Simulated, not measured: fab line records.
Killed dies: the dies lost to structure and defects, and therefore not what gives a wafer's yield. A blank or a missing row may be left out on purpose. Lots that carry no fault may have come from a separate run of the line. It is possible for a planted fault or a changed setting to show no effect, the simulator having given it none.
fab line records -- flow n5-finfet
[record] lots = 6, wafers = 17, last-day = 17
route steps=1938 shown WELL_APT@27 BEOL_M4@1111 PASSIVATION@1936
lots that met no fault: from a run of the same line without faults
start-h: start of the lot's first displayed wafer, in hours after the record's first day -- wait-h: hours since the lot's step before -- " repeats the value in the row above -- L1.1+2: one row covering several wafers at once -- - no value present, or no start provided -- * or withheld: withheld -- < > ~ a bound
route shown NAME@n: names a module that has steps shown in the file, with the first one's number in the route -- usual: mean/standard deviation taken from wafers without a fault -- same: alike in all rows -- chamber/n: place in a boat -- sites: the reading at each site -- _std_site: how widely they spread, as a standard deviation -- _edge_site: mean of outer sites minus mean of inner sites -- radius-mm: for every site, how far away it sits from the centre of the wafer -- mask NAME#n: copy n -- behind: the most recent tool/chamber to have shaped the wafer -- hold: why the lot was held/for how many hours/how that ended -- device: whichever transistor did not switch (one of n, p or np) -- end of line: the tests these same wafers got at the end of their route -- step lacking rows: just its recipe -- killed: the dies lost at the first sort to structure and to defects; this is not the yield of the wafer -- map: per-die view of a wafer (x killed, . not killed, _ where there is no die)
set.NAME: the setting as run; set.NAME@STEP: as run at that earlier step -- model.NAME: the simulator's own value behind a step, which no gauge read
a table for each step, a row for each wafer; lots at some steps of the route
services: the hour from which a tool's chamber was out of use, counted from the record's first day as start-h (under 0 if before that day), plus the number of hours and why
[[steps]]
[step N5_WELL_APT_HARDBAKE_12]
[recipe] temp-c = 130, time-s = 120
[step N5_WELL_APT_CD_MEAS_08]
[recipe] target-cd-nm = 200, landing-energy-ev = 500, detector = se-inlens
[usual] cd-nm = 199.3/2.1
lot.wafer,tool,chamber,start-h,wait-h,cd-nm
L197.3,cd-sem-01,0,56.19,-,196.5
L197.4,cd-sem-01,0,56.19,-,196.9
L197.6,cd-sem-01,0,56.19,-,199.7
L200.2,cd-sem-01,0,73.57,-,198.9
L200.5,cd-sem-01,0,73.57,-,196.7
L209.4,cd-sem-02,0,127.81,-,196.5
L209.5,cd-sem-02,0,127.81,-,199.4
L209.6,cd-sem-02,0,127.81,-,199.5
L210.1,cd-sem-02,0,133.93,-,201.2
L210.4,cd-sem-02,0,133.93,-,200.4
L210.6,cd-sem-02,0,133.93,-,199.4
L211.2,cd-sem-01,0,139.94,-,199.4
L211.4,cd-sem-01,0,139.94,-,196.7
L211.5,cd-sem-01,0,139.94,-,200.2
L213.2,cd-sem-01,0,151.81,-,197.4
L213.4,cd-sem-01,0,151.81,-,196.3
L213.5,cd-sem-01,0,151.81,-,200.1
[step N5_WELL_APT_OVL_MEAS_09]
[recipe] points-per-wafer = 44
[usual] NWELL_OVL = 1/5.5
lot.wafer,tool,chamber,start-h,wait-h,NWELL_OVL[nm]
L197.3,overlay-01,0,56.22,0.0,3
L197.4,overlay-01,0,56.22,0.0,-4
L197.6,overlay-01,0,56.22,0.0,-6
L200.2,overlay-02,0,73.59,0.0,1
L200.5,overlay-02,0,73.59,0.0,4
L209.4,overlay-02,0,127.84,0.0,-3
L209.5,overlay-02,0,127.84,0.0,1
L209.6,overlay-02,0,127.84,0.0,1
L210.1,overlay-02,0,133.96,0.0,4
L210.4,overlay-02,0,133.96,0.0,3
L210.6,overlay-02,0,133.96,0.0,0
L211.2,overlay-02,0,139.97,0.0,11
L211.4,overlay-02,0,139.97,0.0,8
L211.5,overlay-02,0,139.97,0.0,2
L213.2,overlay-01,0,151.84,0.0,-3
L213.4,overlay-01,0,151.84,0.0,-8
L213.5,overlay-01,0,151.84,0.0,-2
[step N5_WELL_APT_INSPECT_10]
[recipe] mode = adi, inspect-instrument = macro
[usual] raw-defect-count = 1.9/1.6
lot.wafer,tool,chamber,start-h,wait-h,raw-defect-count
L197.3,defect-inspect-01,-,56.25,0.0,1
L197.4,defect-inspect-01,-,56.25,0.0,3
L197.6,defect-inspect-01,-,56.25,0.0,4
L200.2,defect-inspect-02,-,73.62,0.0,4
L200.5,defect-inspect-02,-,73.62,0.0,4
L209.4,defect-inspect-01,-,127.86,0.0,1
L209.5,defect-inspect-01,-,127.86,0.0,3
L209.6,defect-inspect-01,-,127.86,0.0,3
L210.1,defect-inspect-02,-,133.99,0.0,1
L210.4,defect-inspect-02,-,133.99,0.0,3
L210.6,defect-inspect-02,-,133.99,0.0,3
L211.2,defect-inspect-02,-,139.99,0.0,1
L211.4,defect-inspect-02,-,139.99,0.0,2
L211.5,defect-inspect-02,-,139.99,0.0,0
L213.2,defect-inspect-02,-,151.86,0.0,2
L213.4,defect-inspect-02,-,151.86,0.0,2
L213.5,defect-inspect-02,-,151.86,0.0,1
[step N5_WELL_APT_DESCUM_13]
[recipe] chemistry = O2, time-s = 7.9, source-power-w = 50, bias-power-w = 20, pressure-mtorr = 20, rf-frequency-hz = 2.712e+07, temp-c = 40, o2-flow-sccm = 225
[usual] drypump-motor-current-A = 5.8/0.4, oes-product-au = 0.75/0.059, rf-vpp-V = 243.6/1.3, showerhead-plenum-p-Torr = 2.11/0.07, throttle-valve-pct = 20.34/0.3
lot.wafer,tool,chamber,start-h,wait-h,drypump-motor-current-A,oes-product-au,rf-hours-counter-h,rf-vpp-V,showerhead-plenum-p-Torr,throttle-valve-pct
L197.3,rie-diel-06,1,56.50,0.2,6.1,0.71,181,242.9,2.09,20.43
L197.4,rie-diel-06,2,56.50,0.2,6.1,0.78,134,245.3,2.18,19.87
L197.6,rie-diel-06,2,56.50,0.2,6.1,0.78,-,244.9,2.18,19.89
L200.2,rie-diel-06,0,73.65,0.0,5.7,0.82,92,244.1,2.08,19.90
L200.5,rie-diel-06,1,73.65,0.0,6.1,0.71,-,242.4,2.09,20.44
L209.4,rie-diel-04,1,127.98,0.1,5.1,0.68,-,243.8,2.16,20.77
L209.5,rie-diel-04,3,127.98,0.1,5.4,0.69,-,244.6,2.08,20.69
L209.6,rie-diel-04,2,127.98,0.1,4.8,0.70,-,243.2,2.16,20.88
L210.1,rie-diel-06,3,134.40,0.4,5.8,0.75,175,244.0,2.05,20.37
L210.4,rie-diel-06,1,134.40,0.4,6.1,0.69,210,241.9,2.08,20.48
L210.6,rie-diel-06,3,134.40,0.4,5.8,0.74,-,242.8,2.05,20.36
L211.2,rie-diel-06,3,140.03,0.0,5.8,0.74,177,243.3,2.05,20.35
L211.4,rie-diel-06,1,140.03,0.0,6.1,0.69,212,245.3,2.08,20.49
L211.5,rie-diel-06,0,140.03,0.0,5.7,0.78,-,243.2,2.07,19.95
L213.2,rie-diel-06,3,151.90,0.0,5.8,0.75,181,242.9,2.05,20.37
L213.4,rie-diel-06,0,151.90,0.0,5.7,0.78,121,243.4,2.07,19.95
L213.5,rie-diel-06,2,151.90,0.0,6.1,0.76,-,244.9,2.17,19.92
[step N5_WELL_APT_IMPLANT_14]
[recipe] species = P, energy-kev = 160, dose-cm2 = 1.5e+13, tilt-deg = 0, rotation-deg = 0
[step N5_WELL_APT_IMPLANT_15]
[recipe] species = As, energy-kev = 25, dose-cm2 = 1.5e+13, tilt-deg = 0, rotation-deg = 0
[step N5_WELL_APT_STRIP_16]
[recipe] chemistry = SPM, time-s = 900, temp-c = 130, h2so4-h2o2-vol-ratio = 4, dry = ipa-marangoni
[step N5_WELL_APT_HMDS_18]
[recipe] time-s = 60, temp-c = 120
[step N5_WELL_APT_COAT_19]
[recipe] spin-rpm = 1357, resist-thk-nm = 950
[step N5_WELL_APT_EBR_21]
[recipe] solvent = PGMEA, ebr-width-mm = 1.5
[step N5_WELL_APT_SOFTBAKE_20]
[recipe] temp-c = 130, time-s = 60
[step N5_WELL_APT_EXPOSE_22]
[recipe] mask-id = PWELL, na = 0.8, source-shape = conventional, sigma-outer = 0.8, polarization = unpolarized, defocus-nm = 0, target-cd-nm = 200, dose-mj = 23.2
[usual] focus-offset-nm = -0.1/0.45, reticle-temp-C = 22.99/0.11
lot.wafer,tool,chamber,start-h,wait-h,mask,focus-offset-nm,reticle-temp-C,model.WELL_APT.overlay-x-nm
L197.3,krf-scanner-02,0,57.63,-,PWELL#0,-0.3,23.05,5.046
L197.4,krf-scanner-02,0,57.63,-,PWELL#0,0.2,22.91,5.046
L197.6,krf-scanner-02,0,57.63,-,PWELL#0,-1.0,23.22,5.046
L200.2,krf-scanner-02,0,74.65,-,PWELL#0,0.7,22.99,-0.655
L200.5,krf-scanner-02,0,74.65,-,PWELL#0,0.1,23.04,-0.655
L209.4,krf-scanner-02,0,128.85,-,PWELL#0,-0.4,22.98,25.13
L209.5,krf-scanner-02,0,128.85,-,PWELL#0,0.0,22.90,25.13
L209.6,krf-scanner-02,0,128.85,-,PWELL#0,-0.3,23.06,25.13
L210.1,krf-scanner-02,0,135.26,-,PWELL#0,0.1,23.07,27.17
L210.4,krf-scanner-02,0,135.26,-,PWELL#0,-0.4,23.19,27.17
L210.6,krf-scanner-02,0,135.26,-,PWELL#0,0.2,23.15,27.17
L211.2,krf-scanner-01,0,141.04,-,PWELL#0,-0.1,23.04,1.785
L211.4,krf-scanner-01,0,141.04,-,PWELL#0,0.3,23.02,1.785
L211.5,krf-scanner-01,0,141.04,-,PWELL#0,0.0,22.91,1.785
L213.2,krf-scanner-01,0,152.76,-,PWELL#0,-0.4,23.00,1.165
L213.4,krf-scanner-01,0,152.76,-,PWELL#0,0.3,23.16,1.165
L213.5,krf-scanner-01,0,152.76,-,PWELL#0,-0.1,22.99,1.165
[step N5_WELL_APT_PEB_23]
[recipe] peb-temp-c = 130, peb-time-s = 90
[step N5_WELL_APT_DEVELOP_24]
[recipe] develop-time-s = 45, rinse-liquid = surfactant-rinse, dry = air-spin, dev-temp-c = 21
[step N5_WELL_APT_HARDBAKE_29]
[recipe] temp-c = 130, time-s = 120
[step N5_WELL_APT_CD_MEAS_25]
[recipe] target-cd-nm = 200, landing-energy-ev = 500, detector = se-inlens
[usual] cd-nm = 199.0/2.9
lot.wafer,tool,chamber,start-h,wait-h,cd-nm
L197.3,cd-sem-01,0,57.80,-,195.6
L197.4,cd-sem-01,0,57.80,-,196.7
L197.6,cd-sem-01,0,57.80,-,203.0
L200.2,cd-sem-02,0,74.81,-,196.8
L200.5,cd-sem-02,0,74.81,-,197.6
L209.4,cd-sem-01,0,129.01,-,201.6
L209.5,cd-sem-01,0,129.01,-,200.9
L209.6,cd-sem-01,0,129.01,-,198.7
L210.1,cd-sem-03,0,135.43,-,205.6
L210.4,cd-sem-03,0,135.43,-,199.0
L210.6,cd-sem-03,0,135.43,-,198.6
L211.2,cd-sem-01,0,141.21,-,202.5
L211.4,cd-sem-01,0,141.21,-,199.1
L211.5,cd-sem-01,0,141.21,-,197.1
L213.2,cd-sem-02,0,152.93,-,198.8
L213.4,cd-sem-02,0,152.93,-,205.1
L213.5,cd-sem-02,0,152.93,-,206.0
[step N5_WELL_APT_OVL_MEAS_26]
[recipe] points-per-wafer = 44
[usual] PWELL_OVL = -1/5.5
lot.wafer,tool,chamber,start-h,wait-h,PWELL_OVL[nm]
L197.3,overlay-01,0,57.82,0.0,2
L197.4,overlay-01,0,57.82,0.0,8
L197.6,overlay-01,0,57.82,0.0,5
L200.2,overlay-01,0,74.84,0.0,-7
L200.5,overlay-01,0,74.84,0.0,2
L209.4,overlay-01,0,129.04,0.0,27
L209.5,overlay-01,0,129.04,0.0,19
L209.6,overlay-01,0,129.04,0.0,27
L210.1,overlay-02,0,135.46,0.0,30
L210.4,overlay-02,0,135.46,0.0,32
L210.6,overlay-02,0,135.46,0.0,32
L211.2,overlay-02,0,141.24,0.0,-5
L211.4,overlay-02,0,141.24,0.0,-13
L211.5,overlay-02,0,141.24,0.0,2
L213.2,overlay-02,0,152.96,0.0,0
L213.4,overlay-02,0,152.96,0.0,1
L213.5,overlay-02,0,152.96,0.0,-8
[step N5_WELL_APT_INSPECT_27]
[recipe] mode = adi, inspect-instrument = macro
[usual] raw-defect-count = 1.9/1.3
lot.wafer,tool,chamber,start-h,wait-h,raw-defect-count
L197.3,defect-inspect-02,-,57.85,0.0,1
L197.4,defect-inspect-02,-,57.85,0.0,2
L197.6,defect-inspect-02,-,57.85,0.0,5
L200.2,defect-inspect-02,-,74.87,0.0,1
L200.5,defect-inspect-02,-,74.87,0.0,4
L209.4,defect-inspect-01,-,129.06,0.0,0
L209.5,defect-inspect-01,-,129.06,0.0,0
L209.6,defect-inspect-01,-,129.06,0.0,1
L210.1,defect-inspect-01,-,135.48,0.0,3
L210.4,defect-inspect-01,-,135.48,0.0,2
L210.6,defect-inspect-01,-,135.48,0.0,1
L211.2,defect-inspect-02,-,141.26,0.0,2
L211.4,defect-inspect-02,-,141.26,0.0,2
L211.5,defect-inspect-02,-,141.26,0.0,2
L213.2,defect-inspect-02,-,152.98,0.0,3
L213.4,defect-inspect-02,-,152.98,0.0,2
L213.5,defect-inspect-02,-,152.98,0.0,2
[step N5_BEOL_M4_RC_MEAS_101]
[usual] DIBL_N = 37.5/2, DIBL_P = 37.5/2.5, IOFF_N = 0.18/0.042, IOFF_P = 0.24/0.046, ION_N = 677/15, ION_P = 464/9.5, SS_N = 72.0/0.76, SS_P = 73.6/0.79, VT_N = 249/3.5, VT_P = -249/3.2
lot.wafer,tool,chamber,start-h,wait-h,DIBL_N[mV/V],DIBL_P[mV/V],IOFF_N[nA/um],IOFF_P[nA/um],ION_N[uA/um],ION_P[uA/um],SS_N[mV/dec],SS_P[mV/dec],VT_N[mV],VT_P[mV]
L197.3,prober-02,0,205.17,0.3,35.7,35.6,0.13,0.20,656,452,70.6,73.2,253,-251
L197.4,prober-02,0,205.17,0.3,36.2,35.5,0.14,0.21,676,466,70.7,72.8,252,-252
L197.6,prober-02,0,205.17,0.3,34.1,33.1,0.11,0.17,668,467,70.6,72.8,253,-253
L200.2,prober-01,0,225.04,0.2,40.0,42.0,0.24,0.31,682,461,72.6,75.7,247,-248
L200.5,prober-01,0,225.04,0.2,37.6,39.6,0.19,0.26,683,468,71.8,73.9,250,-248
L210.1,prober-01,0,290.49,0.0,38.4,36.7,0.21,0.25,700,471,72.7,73.4,246,-247
L210.4,prober-01,0,290.49,0.0,37.5,37.2,0.20,0.26,697,478,72.6,73.3,245,-246
L210.6,prober-01,0,290.49,0.0,37.0,36.1,0.19,0.25,688,473,71.2,73.6,245,-247
L209.4,prober-01,0,291.88,1.0,39.3,40.8,0.24,0.32,710,488,72.2,73.4,242,-241
L209.5,prober-01,0,291.88,1.0,36.9,37.8,0.18,0.26,675,469,72.3,73.0,247,-248
L209.6,prober-01,0,291.88,1.0,33.6,33.7,0.12,0.19,672,467,70.7,71.9,254,-248
L211.2,prober-02,0,294.64,0.2,35.6,33.7,0.15,0.18,655,448,71.5,73.1,252,-255
L211.4,prober-02,0,294.64,0.2,39.6,39.1,0.22,0.26,681,459,72.5,74.7,247,-250
L211.5,prober-02,0,294.64,0.2,37.7,36.8,0.20,0.22,686,462,72.2,73.8,246,-250
L213.2,prober-02,0,307.21,0.2,38.2,38.8,0.21,0.24,712,479,72.3,73.4,244,-250
L213.4,prober-02,0,307.21,0.2,34.5,35.0,0.14,0.19,678,470,70.9,72.2,249,-250
L213.5,prober-02,0,307.21,0.2,39.4,39.4,0.23,0.24,684,466,73.2,74.1,246,-249
[step N5_PASSIVATION_PROBE_49]
[usual] defect-limited-yield = 91.8/1.5, killed_at_M0_to_M3 = 33/11, killed_at_M4_up = 13/5, killed-at-contacts = 11/5.6, killed-at-front-end = 36/12, killed-at-other = 3.4/2.5, killed-dies = 97/18, killed-open = 64/13, killed-short = 31/6.9, sort_bin_5_function = 4.8/1, sort_bin_6_memory = 3.1/0.64, sort_bin_8_speed = 0.00/0.014, sort-n-pass = 1083/18, sort-yield-pct = 91.8/1.5
[same] gross-dies = 1180, killed-at-back-side = 0, sort_bin_4_leakage[%] = 0
lot.wafer,tool,chamber,start-h,wait-h,defect-limited-yield[%],killed_at_M0_to_M3,killed_at_M4_up,killed-at-contacts,killed-at-front-end,killed-at-other,killed-dies,killed-open,killed-short,sort_bin_5_function[%],sort_bin_6_memory[%],sort_bin_8_speed[%],sort-n-pass,sort-yield-pct[%]
L211.2,prober-01,-,393.32,0.1,90.7,29,23,16,35,7,110,75,33,6.2,2.6,0,1070,90.7
L211.4,prober-01,-,393.42,0.2,89.2,26,16,9,72,4,127,76,45,6.2,3.7,0,1053,89.2
L211.5,prober-01,-,393.47,0.2,89.8,28,17,9,63,3,120,74,43,6.0,3.8,0,1060,89.8
L209.4,prober-02,-,400.37,0.2,90.6,63,12,6,27,3,111,68,43,5.6,3.4,0,1069,90.6
L209.5,prober-02,-,400.42,0.2,92.8,47,6,12,18,2,85,56,29,4.7,2.4,0,1095,92.8
L209.6,prober-02,-,400.47,0.3,91.0,53,13,9,27,4,106,72,33,5.0,3.8,0,1074,91.0
// killed by level:class
L211.2 MOL_CONTACT_COAG:geometric-particle:open=12 BEOL_M3:geometric-particle:open=9 BEOL_M4:geometric-particle:open=8 DUMMY_GATE:geometric-particle:open=7 BEOL_M5:geometric-particle:open=7 BEOL_M0_SAQP:geometric-particle:open=6 FIN_SAQP:geometric-particle:short=5 BEOL_M2:geometric-particle:open=5
L211.4 FIN_SAQP:geometric-particle:short=16 BEOL_M2:geometric-particle:open=10 MOL_CONTACT_COAG:geometric-particle:open=9 GATE_CUT:geometric-particle:open=8 GATE_CUT:geometric-particle:short=8 FIN_SAQP:geometric-particle:open=7 STI_FIN_REVEAL:geometric-particle:open=7 HKMG_FIN:area-etch=6
L211.5 FIN_SAQP:geometric-particle:open=20 FIN_SAQP:geometric-particle:short=14 MOL_CONTACT_COAG:geometric-particle:open=8 BEOL_M0_SAQP:geometric-particle:open=7 BEOL_M0:geometric-particle:open=7 BEOL_M0_SAQP:geometric-particle:short=6 BEOL_M4:geometric-particle:open=6 STI_FIN_REVEAL:geometric-particle:open=5
L209.4 BEOL_M3:geometric-particle:open=13 BEOL_M0_SAQP:geometric-particle:short=12 BEOL_M2:geometric-particle:open=12 BEOL_M0_SAQP:geometric-particle:open=11 BEOL_M2:geometric-particle:short=7 DUMMY_GATE:geometric-particle:open=5 FIN_SAQP:geometric-particle:open=4 FIN_SAQP:geometric-particle:short=4
L209.5 BEOL_M1:geometric-particle:open=16 BEOL_M2:geometric-particle:open=9 BEOL_M0_SAQP:geometric-particle:open=8 BEOL_M0_SAQP:geometric-particle:short=7 GATE_CUT:geometric-particle:short=6 MOL_CONTACT_COAG:geometric-particle:open=6 MOL_CONTACT_COAG:geometric-particle:short=6 BEOL_M5:geometric-particle:open=4
L209.6 BEOL_M2:geometric-particle:open=14 BEOL_M3:geometric-particle:open=10 BEOL_M1:geometric-particle:open=9 BEOL_M3:geometric-particle:short=7 MOL_CONTACT_COAG:geometric-particle:open=6 BEOL_M0_SAQP:geometric-particle:open=6 FIN_SAQP:geometric-particle:short=5 BEOL_M0_SAQP:geometric-particle:short=5
[[services]]
tool,chamber,start-h,hours,kind
krf-scanner-01,-,36.17,1.3,pm
krf-scanner-02,-,37.50,0.8,pm
krf-scanner-01,0,40.61,-,calibration
krf-scanner-02,0,52.03,-,calibration
rie-diel-04,0,55.45,12.6,repair
rie-diel-06,1,80.31,8.1,repair
rie-diel-06,0,81.71,7.0,repair
rie-diel-06,3,86.99,2.4,repair
krf-scanner-02,-,88.00,1.3,pm
rie-diel-06,2,88.53,27.7,repair
rie-diel-04,0,110.81,-,clean
rie-diel-04,0,110.81,-,consumable-replace:focus-ring
rie-diel-04,0,110.81,37.8,scheduled-down
rie-diel-04,0,110.81,37.8,vent-cycle
krf-scanner-02,-,114.49,3.6,pm
rie-diel-04,3,148.63,-,clean
rie-diel-04,3,148.63,-,consumable-replace:focus-ring
rie-diel-04,3,148.63,22.8,scheduled-down
rie-diel-04,3,148.63,22.8,vent-cycle
krf-scanner-02,-,151.87,1.0,pm
[[key]]
[first-sign] step = N5_WELL_APT_OVL_MEAS_26, reading = PWELL_OVL, direction = up, sigmas = 5.3, usual = -1, struck = 28
effect none on later readings
[model-effect] step = N5_WELL_APT_EXPOSE_22, value = WELL_APT.overlay-x-nm, without = 3.422, struck = 26.15
met-at N5_WELL_APT_EXPOSE_22
struck-wafers L209.4,L209.5,L209.6,L210.1,L210.4,L210.6
onset-between 74.65 128.85
[fault] kind = scanner-matching-overlay, tool = krf-scanner-02, chamber = -, onset-h = 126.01, steps = N5_WELL_APT_EXPOSE_22, offset = 22.728
